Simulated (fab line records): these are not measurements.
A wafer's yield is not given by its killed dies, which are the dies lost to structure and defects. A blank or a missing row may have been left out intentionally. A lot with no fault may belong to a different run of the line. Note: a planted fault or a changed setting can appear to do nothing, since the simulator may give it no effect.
fab line records | flow nandHarc
record: lots: 14 wafers: 42 lastDay: 24
route steps=1159 shown A_CHANNEL_FILL_D1@509 A_STAIRCASE@532
lots with no fault: from the same line, run without faults
startH: start of the lot's first displayed wafer, in hours after the record's first day | waitH: hours since the lot's step before | " unchanged from the row above | L1.1+2: several wafers, shown together as one row | - either no value or no given start | * or withheld: withheld | < > ~ a bound
route shown NAME@n: NAME is a module with steps in the file, n the number in the route of the first one | usual: mean/standard deviation taken from wafers without a fault | same: alike in all rows | chamber/n: place in a boat | sites: each site's reading | _std_site: how widely they spread, as a standard deviation | _edge_site: the outer-site mean with the inner-site mean subtracted | radiusMm: how far each site lies from the wafer's centre | mask NAME#n: copy n | behind: the tool/chamber that last shaped the wafer | hold: cause of the lot's hold/its duration in hours/its outcome | device: the n, p or np transistor that did not switch | end of line: the route-end tests of the same wafers | step lacking rows: just its recipe | killed: at the first sort, the dies lost to defects and structure; wafer yield is something else | map: dies across one wafer; x = killed, . = not, _ = none there
set.NAME: the run value of the setting; set.NAME@STEP: its run value at that earlier step | model.NAME: the simulator's own value behind a step, which no gauge read
steps of the route over a sample of lots; a table a step, a row a wafer
services: from which hour (startH, from the record's first day; less than 0 if before it) a tool's chamber was out of use, for how many hours, and why
== steps ==
step: NHARC_A_CHANNEL_FILL_D1_STRIP_29
recipe: timeS: 20 o2FlowSccm: 500 arFlowSccm: 0 biasW: 0 chemistry: O2
usual: drypumpMotorCurrentA: 5.9/0.34 oesProductAu: 1.000/0.0077 rfVppV: 57.9/0.95 showerheadPlenumPTorr: 3.60/0.13 throttleValvePct: 17.035/0.0091
columns lot.wafer tool chamber startH waitH drypumpMotorCurrentA oesProductAu rfHoursCounterH rfVppV showerheadPlenumPTorr throttleValvePct
L315.3 rieDiel-02 3 - - 5.8 0.990 17 57.4 3.68 17.037
L315.2 " 1 " " 4.9 1.000 17 58.2 3.61 17.022
L315.5 " 0 " " 6.3 1.007 - 58.5 3.73 17.020
L317.3 rieDiel-01 2 - - 5.8 1.010 3 58.6 3.65 17.040
L317.6 " 3 " " 6.1 1.007 - 58.2 3.34 17.028
L317.5 " 0 " " 5.8 1.006 - 57.2 3.51 17.051
L316.1 rieDiel-02 2 - - 5.5 1.007 17 56.6 3.32 17.038
L316.3 " 3 " " 5.8 0.985 18 59.0 3.68 17.031
L316.5 " 2 " " 5.5 1.003 - 57.4 3.32 17.023
L318.2 rieDiel-06 3 258.18 0.2 5.9 0.999 0 58.7 3.68 17.040
L318.1 " 0 " " 5.8 1.000 0 59.6 3.71 17.045
L318.3 " 1 " " 6.6 0.997 0 58.4 3.71 17.039
L324.1 rieDiel-01 1 296.02 0.1 5.6 1.006 3 57.5 3.62 17.023
L324.3 " 0 " " 5.8 0.992 3 57.0 3.51 17.035
L324.5 " 1 " " 5.6 1.012 - 57.6 3.62 17.028
L326.2 rieDiel-01 3 - - 6.1 1.005 3 58.1 3.34 17.044
L326.3 " 1 " " 5.6 0.998 3 57.0 3.62 17.031
L326.5 " 3 " " 6.1 0.996 - 57.6 3.34 17.034
L325.1 rieDiel-06 2 - - 6.1 0.984 1 57.0 3.56 17.027
L325.3 " 1 " " 6.5 0.990 1 57.0 3.71 17.030
L325.5 " 3 " " 5.8 0.988 - 57.5 3.68 17.045
L328.3 rieDiel-06 2 - - 6.0 0.999 1 59.0 3.56 17.042
L328.4 " 3 " " 5.8 0.999 1 57.9 3.68 17.045
L328.5 " 1 " " 6.5 0.998 - 58.7 3.71 17.008
L329.1 rieDiel-06 0 - - 5.8 1.002 2 56.9 3.71 17.037
L329.2 " 1 " " 6.6 0.993 2 58.7 3.71 17.035
L329.3 " 2 " " 6.0 0.997 2 57.0 3.56 17.035
L332.2 rieDiel-01 2 - - 5.9 1.017 0 57.7 3.65 17.034
L332.3 " 3 " " 6.1 0.996 1 57.7 3.34 17.032
L332.6 " 0 " " 5.8 1.003 - 56.5 3.51 17.021
L330.6 rieDiel-06 3 - - 5.9 0.999 - 58.8 3.68 17.029
L330.4 " 0 " " 5.8 1.006 - 56.9 3.71 17.048
L330.5 " 2 " " 6.0 0.994 - 58.5 3.56 17.028
L331.2 rieDiel-01 0 - - 5.8 0.995 1 58.5 3.51 17.040
L331.1 " 2 " " 5.9 0.992 1 57.2 3.65 17.027
L331.6 " 3 " " 6.1 1.002 - 56.0 3.34 17.035
L335.1 rieDiel-06 3 355.73 0.1 5.9 1.003 4 57.8 3.68 17.020
L335.3 " 1 " " 6.6 1.000 3 59.7 3.71 17.027
L335.4 " 1 " " 6.6 1.001 - 58.7 3.71 17.041
L334.4 rieDiel-06 1 - - 6.6 0.998 3 57.3 3.71 17.057
L334.3 " 2 " " 6.1 0.994 4 58.7 3.56 17.030
L334.2 " 0 " " 5.8 1.009 4 58.4 3.71 17.038
step: NHARC_A_STAIRCASE_ETCH_170
recipe: targetDepthA: 2000 timeS: 66.667 ionEnergyEv: 250 c4f6FlowSccm: 25 o2FlowSccm: 20 arFlowSccm: 500 rfW: 600 biasW: 500 chemistry: C4F6/O2
usual: drypumpMotorCurrentA: 5.6/0.5 oesProductAu: 0.970/0.017 rfVppV: 546/3.4 showerheadPlenumPTorr: 3.89/0.16 throttleValvePct: 26.902/0.009
columns lot.wafer tool chamber startH waitH drypumpMotorCurrentA oesProductAu rfHoursCounterH rfVppV showerheadPlenumPTorr throttleValvePct
L315.2 rieDiel-12 1 - - 5.0 0.977 11 543 3.75 26.885
L315.3 " 3 " " 6.0 0.991 13 550 4.07 26.909
L315.5 " 0 " " 5.7 0.980 - 547 3.92 26.905
L317.3 rieDiel-12 0 - - 5.8 0.972 15 547 3.92 26.878
L317.5 " 0 " " 5.8 0.988 - 546 3.92 26.905
L317.6 " 1 " " 5.0 0.966 - 543 3.75 26.920
L316.1 rieDiel-12 1 - - 5.0 0.959 14 544 3.75 26.897
L316.3 " 2 " " 5.8 0.951 15 546 3.93 26.907
L316.5 " 2 " " 5.8 0.954 - 547 3.93 26.907
L318.1 rieDiel-12 0 - - 5.8 0.976 17 546 3.92 26.902
L318.3 " 2 " " 5.8 0.974 17 548 3.92 26.915
L318.2 " 3 " " 6.0 0.986 18 549 4.07 26.904
L324.1 rieDiel-12 3 - - 6.0 0.980 30 552 4.06 26.914
L324.3 " 0 " " 5.7 0.968 29 546 3.91 26.896
L324.5 " 2 " " 5.8 0.982 - 546 3.92 26.911
L326.3 rieDiel-04 3 - - 5.3 0.967 7 551 4.06 26.900
L326.2 " 1 " " 6.2 0.982 2 543 3.78 26.897
L326.5 " 3 " " 5.3 0.988 - 549 4.06 26.914
L325.3 rieDiel-11 0 - - 5.1 0.963 47 541 3.67 26.909
L325.1 " 3 " " 6.0 0.988 46 553 4.16 26.887
L325.5 " 1 " " 6.4 0.992 - 543 3.73 26.890
L328.3 rieDiel-11 3 - - 5.9 0.971 48 553 4.16 26.915
L328.4 " 2 " " 4.8 0.973 50 551 4.09 26.905
L328.5 " 3 " " 5.9 0.975 - 552 4.16 26.902
L329.1 rieDiel-12 2 - - 5.8 0.956 40 547 3.91 26.898
L329.2 " 0 " " 5.8 0.936 40 545 3.91 26.910
L329.3 " 1 " " 5.0 0.933 39 543 3.73 26.901
L332.3 rieDiel-11 3 - - 5.9 0.982 57 551 4.15 26.894
L332.2 " 1 " " 6.4 0.989 61 542 3.73 26.889
L332.6 " 3 " " 5.9 0.971 - 552 4.15 26.893
L330.4 rieDiel-12 0 - - 5.8 0.950 45 546 3.90 26.894
L330.5 " 0 " " 5.7 0.960 - 548 3.90 26.910
L330.6 " 1 " " 5.0 0.940 - 543 3.73 26.915
L331.1 rieDiel-11 1 - - 6.4 0.970 64 543 3.73 26.882
L331.2 " 2 " " 4.8 0.974 61 549 4.08 26.916
L331.6 " 1 " " 6.4 0.955 - 543 3.72 26.896
L335.1 rieDiel-04 3 - - 5.3 0.984 25 550 4.05 26.912
L335.3 " 0 " " 5.0 0.998 24 543 3.69 26.920
L335.4 " 0 " " 5.0 0.996 - 540 3.69 26.907
L334.2 rieDiel-04 2 - - 5.7 0.984 29 544 3.82 26.904
L334.4 " 3 " " 5.3 0.991 30 548 4.04 26.910
L334.3 " 0 " " 5.0 0.986 28 543 3.69 26.912
step: NHARC_A_STAIRCASE_PEB_07
recipe: pebTempC: 115 pebTimeS: 130
usual: chillPlateTempC: 23.00/0.11 exhaustPa: 45.2/0.98
columns lot.wafer tool chamber startH waitH chillPlateTempC exhaustPa
L315.2 lithoTrack-02 0 245.41 0.1 23.23 44.7
L315.3 " 0 " " 23.08 45.4
L315.5 " 0 " " 22.99 44.6
L317.3 lithoTrack-02 0 257.87 0.1 23.14 43.8
L317.5 " 0 " " 23.19 44.2
L317.6 " 0 " " 23.19 44.2
L316.1 lithoTrack-03 0 258.08 0.1 22.93 44.5
L316.3 " 0 " " 23.14 44.3
L316.5 " 0 " " 23.05 44.6
L318.1 lithoTrack-05 0 266.87 0.1 23.03 44.9
L318.2 " 0 " " 23.03 45.4
L318.3 " 0 " " 23.00 46.2
L324.1 lithoTrack-03 0 305.94 0.1 22.92 45.2
L324.3 " 0 " " 23.02 44.9
L324.5 " 0 " " 22.80 44.9
L326.2 lithoTrack-03 - 315.05 0.1 - -
L326.3 " - " " - -
L326.5 " - " " - -
L325.1 lithoTrack-03 - 315.64 0.1 - -
L325.3 " - " " - -
L325.5 " - " " - -
L328.3 lithoTrack-02 0 323.17 0.1 22.95 44.5
L328.4 " 0 " " 22.89 44.7
L328.5 " 0 " " 23.02 45.1
L329.1 lithoTrack-03 0 333.91 0.1 23.01 44.6
L329.2 " 0 " " 23.00 46.2
L329.3 " 0 " " 22.93 44.5
L332.2 lithoTrack-03 0 345.43 0.1 23.04 44.9
L332.3 " 0 " " 23.04 44.8
L332.6 " 0 " " 22.95 45.6
L330.4 lithoTrack-03 0 345.72 0.0 23.04 45.7
L330.5 " 0 " " 23.03 46.8
L330.6 " 0 " " 23.01 46.5
L331.1 lithoTrack-03 0 352.99 0.1 23.05 46.9
L331.2 " 0 " " 23.28 45.3
L331.6 " 0 " " 23.14 46.9
L335.1 lithoTrack-03 0 365.21 0.1 23.05 45.7
L335.3 " 0 " " 22.98 47.0
L335.4 " 0 " " 22.87 46.2
L334.2 lithoTrack-02 0 376.40 0.1 22.92 43.0
L334.3 " 0 " " 23.01 42.6
L334.4 " 0 " " 22.98 43.3
step: NHARC_A_STAIRCASE_ETCH_17
recipe: targetDepthA: 1000 timeS: 40.5 ionEnergyEv: 400 c4f8FlowSccm: 20 o2FlowSccm: 10 arFlowSccm: withheld rfW: 600 biasW: 1000 chemistry: C4F8/O2
usual: oesProductAu: 0.940/0.0087 rfVppV: 895/5.7
columns lot.wafer tool chamber startH waitH oesProductAu rfHoursCounterH rfVppV
L315.3 rieDiel-04 2 - - 0.936 49 894
L315.2 " 1 " " 0.934 45 893
L315.5 " 3 " " 0.937 - 900
L317.3 rieDiel-11 3 - - 0.951 28 903
L317.5 " 0 " " 0.946 - 888
L317.6 " 1 " " 0.963 - 890
L316.1 rieDiel-04 1 - - 0.939 49 893
L316.3 " 2 " " 0.933 53 893
L316.5 " 2 " " 0.934 - 892
L318.2 rieDiel-11 1 - - 0.950 30 890
L318.1 " 3 " " 0.949 31 905
L318.3 " 0 " " 0.944 29 888
L324.3 rieDiel-11 0 - - 0.924 43 887
L324.1 " 2 " " 0.942 44 903
L324.5 " 1 " " 0.949 - 891
L326.2 rieDiel-04 3 - - 0.927 8 901
L326.3 " 0 " " 0.919 8 886
L326.5 " 2 " " 0.920 - 893
L325.1 rieDiel-11 3 - - 0.934 46 905
L325.3 " 0 " " 0.938 47 887
L325.5 " 3 " " 0.927 - 903
L328.3 rieDiel-11 1 - - 0.954 53 889
L328.4 " 3 " " 0.950 50 903
L328.5 " 1 " " 0.947 - 889
L329.1 rieDiel-11 2 - - 0.938 56 901
L329.2 " 3 " " 0.941 55 903
L329.3 " 0 " " 0.950 55 887
L332.3 rieDiel-12 0 - - 0.940 45 897
L332.2 " 2 " " 0.943 45 896
L332.6 " 1 " " 0.925 - 889
L330.4 rieDiel-12 3 - - 0.931 45 897
L330.6 " 2 " " 0.939 - 897
L330.5 " 3 " " 0.936 - 900
L331.1 rieDiel-04 3 - - 0.946 22 899
L331.2 " 2 " " 0.947 22 893
L331.6 " 3 " " 0.947 - 900
L335.1 rieDiel-04 3 - - 0.947 26 898
L335.3 " 0 " " 0.941 25 886
L335.4 " 1 " " 0.941 - 891
L334.2 rieDiel-04 0 - - 0.948 29 887
L334.3 " 2 " " 0.932 29 892
L334.4 " 3 " " 0.930 30 900
== services ==
columns tool chamber startH hours kind
lithoTrack-03 - 213.03 7.0 pm
rieDiel-11 2 216.06 3.2 repair
rieDiel-04 - 222.71 1.2 repair
rieDiel-01 1 224.68 7.4 repair
rieDiel-06 3 232.60 25.1 repair
rieDiel-01 - 236.25 0.5 repair
lithoTrack-05 - 237.00 7.0 pm
rieDiel-06 - 241.20 9.0 pm
rieDiel-01 1 253.37 2.5 repair
rieDiel-02 2 287.48 3.9 repair
rieDiel-06 3 287.97 5.9 repair
rieDiel-04 - 288.90 9.0 pm
rieDiel-01 3 294.19 6.3 repair
rieDiel-01 - 314.80 9.0 pm
rieDiel-02 0 326.56 4.7 repair
rieDiel-02 - 327.79 9.0 pm
rieDiel-06 1 338.44 15.2 repair
lithoTrack-02 - 340.00 7.0 pm
rieDiel-06 0 348.12 8.2 repair
rieDiel-02 1 359.95 6.9 repair
rieDiel-04 2 362.65 7.9 repair
rieDiel-11 2 363.14 3.9 repair
rieDiel-11 - 366.82 9.0 pm
rieDiel-01 2 374.36 4.8 repair
== key ==
firstSign: step: NHARC_A_STAIRCASE_PEB_07 reading: toolRecord direction: missing
effect none on later readings
metAt NHARC_A_STAIRCASE_PEB_07
struckLots L325,L326
scrappedBehind NHARC_A_SGD_CUT_INSPECT_11 L325.1,L325.3,L325.5,L326.2,L326.3,L326.5
notActingAt NHARC_A_CHANNEL_FILL_D1_STRIP_29,NHARC_A_STAIRCASE_ETCH_170,NHARC_A_STAIRCASE_ETCH_17
onsetBetween 305.94 315.05
fault: kind: skippedStepWhole tool: lithoTrack-03 chamber: - onsetH: 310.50 steps: NHARC_A_STAIRCASE_PEB_07 scope: struckLotsOnly
